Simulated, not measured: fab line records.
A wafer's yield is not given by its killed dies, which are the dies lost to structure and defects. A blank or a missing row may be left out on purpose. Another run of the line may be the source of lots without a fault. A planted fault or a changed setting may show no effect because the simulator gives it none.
fab line records | flow nand_harc
record lots=14 | wafers=42 | last_day=33
route steps=1302 shown A_CONTACT@1009
lots with no fault: from the same line, run without faults
start_h: start of the lot's first displayed wafer, in hours after the record's first day | wait_h: hours since the lot's step before | " identical to the entry in the row above | L1.1+2: a single row standing in for several wafers | - either no value or no given start | * or withheld: withheld | < > ~ a bound
route shown NAME@n: a module of which the file shows steps, and the number in the route of the first | usual: the fault-free wafers' mean and standard deviation | same: alike in all rows | chamber/n: place in a boat | sites: readings site by site | _std_site: standard deviation across them | _edge_site: mean of outer sites minus mean of inner sites | radius_mm: for every site, how far away it sits from the centre of the wafer | mask NAME#n: copy n | behind: tool/chamber where the wafer was last shaped | hold: cause of the lot's hold/its duration in hours/its outcome | device: names the non-switching transistor (n, p or np) | end of line: tests of these same wafers at the route's end | step lacking rows: just its recipe | killed: not the wafer's yield, but the dies lost to structure and defects at the first sort | map: shows each die of a wafer: x if killed, . if not, _ if none is there
set.NAME: the setting as run; set.NAME@STEP: as run at that earlier step | model.NAME: the simulator's own value behind a step, which no gauge read
steps of the route over a sample of lots; a table a step, a row a wafer
services: the hour from which a tool's chamber was out of use, counted from the record's first day as start_h (under 0 if before that day), plus the number of hours and why
## steps
# step NHARC_A_CONTACT_ETCH_115
# recipe source_w=withheld | pressure_mtorr=20 | bias_v=3000 | time_s=190 | target_depth_a=18500 | ar_flow_sccm=withheld | c4f8_flow_sccm=withheld | o2_flow_sccm=withheld | chemistry=C4F8/O2/Ar
lot.wafer | tool            | chamber | start_h | wait_h | rf_hours_counter_h
L609.2    | har_cap_etch-03 | 1       | 504.94  | 0.2    | 38
L609.4    | "               | 0       | "       | "      | -
L609.6    | "               | 1       | "       | "      | -
L611.1    | har_cap_etch-02 | 1       | 514.21  | 0.1    | 87
L611.2    | "               | 0       | "       | "      | 87
L611.3    | "               | 1       | "       | "      | -
L612.2    | har_cap_etch-03 | 0       | 518.28  | 0.1    | 42
L612.3    | "               | 1       | "       | "      | -
L612.4    | "               | 0       | "       | "      | -
L613.1    | har_cap_etch-02 | 1       | 543.74  | 0.1    | 92
L613.2    | "               | 0       | "       | "      | 92
L613.6    | "               | 0       | "       | "      | -
L615.2    | har_cap_etch-01 | 0       | 558.70  | 0.2    | 5
L615.1    | "               | 1       | "       | "      | 5
L615.4    | "               | 1       | "       | "      | -
L614.2    | har_cap_etch-02 | 1       | 559.19  | 0.1    | 94
L614.1    | "               | 0       | "       | "      | 94
L614.6    | "               | 0       | "       | "      | -
L621.2    | har_cap_etch-03 | 1       | 593.28  | 0.1    | 54
L621.4    | "               | 0       | "       | "      | -
L621.6    | "               | 1       | "       | "      | -
L619.2    | har_cap_etch-02 | 1       | 594.55  | 0.1    | 101
L619.1    | "               | 0       | "       | "      | 101
L619.6    | "               | 1       | "       | "      | -
L623.4    | har_cap_etch-03 | 1       | 642.87  | 0.1    | -
L623.5    | "               | 1       | "       | "      | -
L623.6    | "               | 0       | "       | "      | -
L626.1    | har_cap_etch-02 | 0       | 673.22  | 0.1    | 115
L626.4    | "               | 0       | "       | "      | -
L626.5    | "               | 0       | "       | "      | -
L627.2    | har_cap_etch-01 | 0       | 674.05  | 0.1    | 26
L627.4    | "               | 0       | "       | "      | -
L627.3    | "               | 1       | "       | "      | -
L630.1    | har_cap_etch-03 | 1       | 695.50  | 0.1    | 75
L630.4    | "               | 0       | "       | "      | -
L630.6    | "               | 0       | "       | "      | -
L631.1    | har_cap_etch-03 | 0       | 712.57  | 0.1    | 79
L631.5    | "               | 1       | "       | "      | -
L631.6    | "               | 0       | "       | "      | -
L632.2    | har_cap_etch-03 | 1       | 731.44  | 0.1    | 81
L632.4    | "               | 1       | "       | "      | -
L632.6    | "               | 1       | "       | "      | -
# step NHARC_A_CONTACT_CD_MEAS_53
# usual cd_nm=289.6/0.65
lot.wafer | tool      | chamber | start_h | wait_h | cd_nm
L609.2    | cd_sem-02 | -       | 508.09  | -      | 288.4
L609.4    | "         | -       | "       | "      | 288.6
L609.6    | "         | -       | "       | "      | 288.9
L611.1    | cd_sem-03 | -       | 516.86  | -      | 288.5
L611.2    | "         | -       | "       | "      | 288.4
L611.3    | "         | -       | "       | "      | 288.5
L612.2    | cd_sem-02 | -       | 520.81  | -      | 290.1
L612.3    | "         | -       | "       | "      | 289.8
L612.4    | "         | -       | "       | "      | 289.9
L613.1    | cd_sem-03 | -       | 546.30  | -      | 289.8
L613.2    | "         | -       | "       | "      | 289.6
L613.6    | "         | -       | "       | "      | 290.4
L615.1    | cd_sem-03 | -       | 561.49  | -      | 290.1
L615.2    | "         | -       | "       | "      | 290.3
L615.4    | "         | -       | "       | "      | 290.8
L614.1    | cd_sem-02 | -       | 561.75  | -      | 289.2
L614.2    | "         | -       | "       | "      | 289.0
L614.6    | "         | -       | "       | "      | 288.8
L621.2    | cd_sem-02 | -       | 595.83  | -      | 290.0
L621.4    | "         | -       | "       | "      | 289.4
L621.6    | "         | -       | "       | "      | 290.0
L619.1    | cd_sem-02 | -       | 597.10  | -      | 289.1
L619.2    | "         | -       | "       | "      | 289.0
L619.6    | "         | -       | "       | "      | 288.9
L623.4    | cd_sem-02 | -       | 645.38  | -      | 289.2
L623.5    | "         | -       | "       | "      | 289.0
L623.6    | "         | -       | "       | "      | 288.9
L626.1    | cd_sem-01 | -       | 675.76  | -      | 288.9
L626.4    | "         | -       | "       | "      | 289.0
L626.5    | "         | -       | "       | "      | 289.0
L627.2    | cd_sem-03 | -       | 676.60  | -      | 290.1
L627.3    | "         | -       | "       | "      | 290.4
L627.4    | "         | -       | "       | "      | 289.7
L630.1    | cd_sem-01 | -       | 698.03  | -      | 289.1
L630.4    | "         | -       | "       | "      | 288.9
L630.6    | "         | -       | "       | "      | 289.0
L631.1    | cd_sem-03 | -       | 715.16  | -      | 289.9
L631.5    | "         | -       | "       | "      | 290.1
L631.6    | "         | -       | "       | "      | 290.1
L632.2    | cd_sem-01 | -       | 734.05  | -      | 289.2
L632.4    | "         | -       | "       | "      | 290.1
L632.6    | "         | -       | "       | "      | 289.8
# step NHARC_A_CONTACT_DEP_57
# recipe target_thk_a=53000 | temp_c=400 | material=aC
# usual throttle_valve_pct=35.002/0.0096
lot.wafer | tool       | chamber | start_h | wait_h | throttle_valve_pct
L609.2    | acl_dep-03 | 0       | 510.38  | -      | 35.002
L609.4    | "          | 0       | 511.47  | -      | 34.997
L609.6    | "          | 0       | 512.56  | -      | 34.998
L611.1    | acl_dep-02 | 0       | 518.71  | -      | 34.992
L611.2    | "          | 0       | "       | "      | 35.006
L611.3    | "          | 0       | "       | "      | 34.991
L612.2    | acl_dep-02 | 0       | 522.45  | -      | 34.983
L612.3    | "          | 0       | "       | "      | 34.993
L612.4    | "          | 0       | "       | "      | 34.996
L613.1    | acl_dep-03 | 0       | 549.49  | -      | 35.001
L613.2    | "          | 0       | "       | "      | 35.015
L613.6    | "          | 0       | 552.15  | -      | 35.001
L615.1    | acl_dep-03 | 0       | 567.40  | -      | 34.993
L615.2    | "          | 0       | "       | "      | 35.012
L615.4    | "          | 0       | 569.03  | -      | 35.018
L614.1    | acl_dep-02 | 0       | 567.53  | -      | 35.003
L614.2    | "          | 0       | "       | "      | 34.998
L614.6    | "          | 0       | 570.24  | -      | 34.988
L621.2    | acl_dep-03 | 0       | 597.86  | -      | 35.006
L621.4    | "          | 0       | 598.94  | -      | 35.000
L621.6    | "          | 0       | 600.02  | -      | 35.010
L619.1    | acl_dep-01 | 0       | 598.05  | -      | 35.013
L619.2    | "          | 0       | "       | "      | 35.016
L619.6    | "          | 0       | 600.73  | -      | 35.013
L623.4    | acl_dep-02 | 0       | 649.38  | -      | 35.007
L623.5    | "          | 0       | "       | "      | 34.994
L623.6    | "          | 0       | "       | "      | 34.991
L626.1    | acl_dep-01 | 0       | 682.73  | -      | 34.997
L626.4    | "          | 0       | 684.35  | -      | 35.012
L626.5    | "          | 0       | "       | "      | 34.991
L627.2    | acl_dep-02 | 0       | 683.61  | -      | 34.999
L627.3    | "          | 0       | "       | "      | 35.007
L627.4    | "          | 0       | "       | "      | 35.002
L630.1    | acl_dep-01 | 0       | 699.55  | -      | 34.994
L630.4    | "          | 0       | 701.18  | -      | 34.999
L630.6    | "          | 0       | 702.26  | -      | 35.026
L631.1    | acl_dep-01 | 0       | 716.32  | -      | 35.008
L631.5    | "          | 0       | 718.44  | -      | 34.997
L631.6    | "          | 0       | "       | "      | 35.001
L632.2    | acl_dep-01 | 0       | 735.65  | -      | 35.006
L632.4    | "          | 0       | 736.75  | -      | 34.997
L632.6    | "          | 0       | 737.85  | -      | 35.002
# step NHARC_A_CONTACT_SOFTBAKE_64
# recipe temp_c=105 | time_s=55
# usual chill_plate_temp_C=23.01/0.1 | heater_power_total_W=188.45/0.14
lot.wafer | tool           | chamber | start_h | wait_h | chill_plate_temp_C | heater_power_total_W
L609.2    | litho_track-01 | 0       | 513     | -      | 23.03              | 188.33
L609.4    | "              | 0       | "       | "      | 23.02              | 188.30
L609.6    | "              | 0       | "       | "      | 22.97              | 188.44
L611.1    | litho_track-01 | 0       | 522     | -      | 22.90              | 188.34
L611.2    | "              | 0       | "       | "      | 22.90              | 188.38
L611.3    | "              | 0       | "       | "      | 22.79              | 188.42
L612.2    | litho_track-01 | 0       | 525     | -      | 23.14              | 188.41
L612.3    | "              | 0       | "       | "      | 23.01              | 188.76
L612.4    | "              | 0       | "       | "      | 23.01              | 188.43
L613.1    | litho_track-04 | 0       | 552     | -      | 23.12              | 188.37
L613.2    | "              | 0       | "       | "      | 22.90              | 188.33
L613.6    | "              | 0       | "       | "      | 23.16              | 188.47
L615.1    | litho_track-04 | 0       | 570     | -      | 23.12              | 188.46
L615.2    | "              | 0       | "       | "      | 22.98              | 188.61
L615.4    | "              | 0       | "       | "      | 22.91              | 188.31
L614.1    | litho_track-01 | 0       | 571     | -      | 23.03              | 188.40
L614.2    | "              | 0       | "       | "      | 22.99              | 188.36
L614.6    | "              | 0       | "       | "      | 22.86              | 188.29
L621.2    | litho_track-01 | 0       | 600     | -      | 23.06              | 188.71
L621.4    | "              | 0       | "       | "      | 23.15              | 188.48
L621.6    | "              | 0       | "       | "      | 22.93              | 188.49
L619.1    | litho_track-06 | 0       | 601     | -      | 23.09              | 188.73
L619.2    | "              | 0       | "       | "      | 23.25              | 188.43
L619.6    | "              | 0       | "       | "      | 23.18              | 188.59
L623.4    | litho_track-06 | 0       | 651     | -      | 22.94              | 188.40
L623.5    | "              | 0       | "       | "      | 23.03              | 188.39
L623.6    | "              | 0       | "       | "      | 23.08              | 188.31
L626.1    | litho_track-04 | 0       | 686     | -      | 23.11              | 199.39
L626.4    | "              | 0       | "       | "      | 23.16              | 199.28
L626.5    | "              | 0       | "       | "      | 23.03              | 199.32
L627.2    | litho_track-04 | 0       | 686     | -      | 23.07              | 199.26
L627.3    | "              | 0       | "       | "      | 23.12              | 199.44
L627.4    | "              | 0       | "       | "      | 23.02              | 199.50
L630.1    | litho_track-01 | 0       | 703     | -      | 23.06              | 188.37
L630.4    | "              | 0       | "       | "      | 23.05              | 188.40
L630.6    | "              | 0       | "       | "      | 23.07              | 188.41
L631.1    | litho_track-06 | 0       | 719     | -      | 22.88              | 188.34
L631.5    | "              | 0       | "       | "      | 22.93              | 188.34
L631.6    | "              | 0       | "       | "      | 22.98              | 188.34
L632.2    | litho_track-01 | 0       | 738     | -      | 22.81              | 188.70
L632.4    | "              | 0       | "       | "      | 22.96              | 188.44
L632.6    | "              | 0       | "       | "      | 22.96              | 188.45
## services
tool            | chamber | start_h | hours | kind
litho_track-06  | -       | 481.77  | -     | consumable_replace:filter
acl_dep-03      | -       | 488.63  | 13.0  | pm
har_cap_etch-01 | -       | 497.00  | 17.0  | pm
har_cap_etch-01 | 0       | 497.00  | 17.0  | vent_cycle
har_cap_etch-01 | 1       | 497.00  | 17.0  | vent_cycle
litho_track-01  | -       | 505.00  | 7.0   | pm
har_cap_etch-01 | 0       | 514.00  | -     | clean
har_cap_etch-01 | 1       | 514.00  | -     | clean
har_cap_etch-01 | 1       | 514.00  | -     | consumable_replace:focus_ring
litho_track-06  | -       | 529.00  | 7.0   | pm
acl_dep-01      | -       | 555.38  | 13.0  | pm
acl_dep-02      | -       | 608.32  | 13.0  | pm
litho_track-06  | -       | 619.77  | -     | consumable_replace:filter
acl_dep-03      | -       | 671.39  | 13.0  | pm
litho_track-01  | -       | 680.00  | 7.0   | pm
har_cap_etch-03 | -       | 703.36  | 0.9   | repair
litho_track-06  | -       | 704.00  | 7.0   | pm
litho_track-04  | -       | 728.00  | 7.0   | pm
acl_dep-01      | -       | 738.40  | 13.0  | pm
## key
first_sign step=NHARC_A_CONTACT_SOFTBAKE_64 | reading=heater_power_total_W | direction=up | sigmas=80 | usual=* | struck=*
effect none on later readings
met_at NHARC_A_CONTACT_SOFTBAKE_64
struck_lots L626,L627
tester_left_out L626,L627
not_acting_at NHARC_A_CONTACT_ETCH_115,NHARC_A_CONTACT_CD_MEAS_53,NHARC_A_CONTACT_DEP_57
onset_between 570 686
fault kind=process_parameter_drift | tool=litho_track-04 | chamber=- | onset_h=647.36 | steps=NHARC_A_CONTACT_SOFTBAKE_64 | channel=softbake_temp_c | offset=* | shape=step | end_h=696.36 | acts_in=* | stated=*
# tester_left_out: of these lots the tester's yield and bins aren't shown, on N5 and GAA mostly nor the transistor test; their killed dies are dies lost to structure and defects alone, not to doping, threshold or leakage, so they don't give the yield
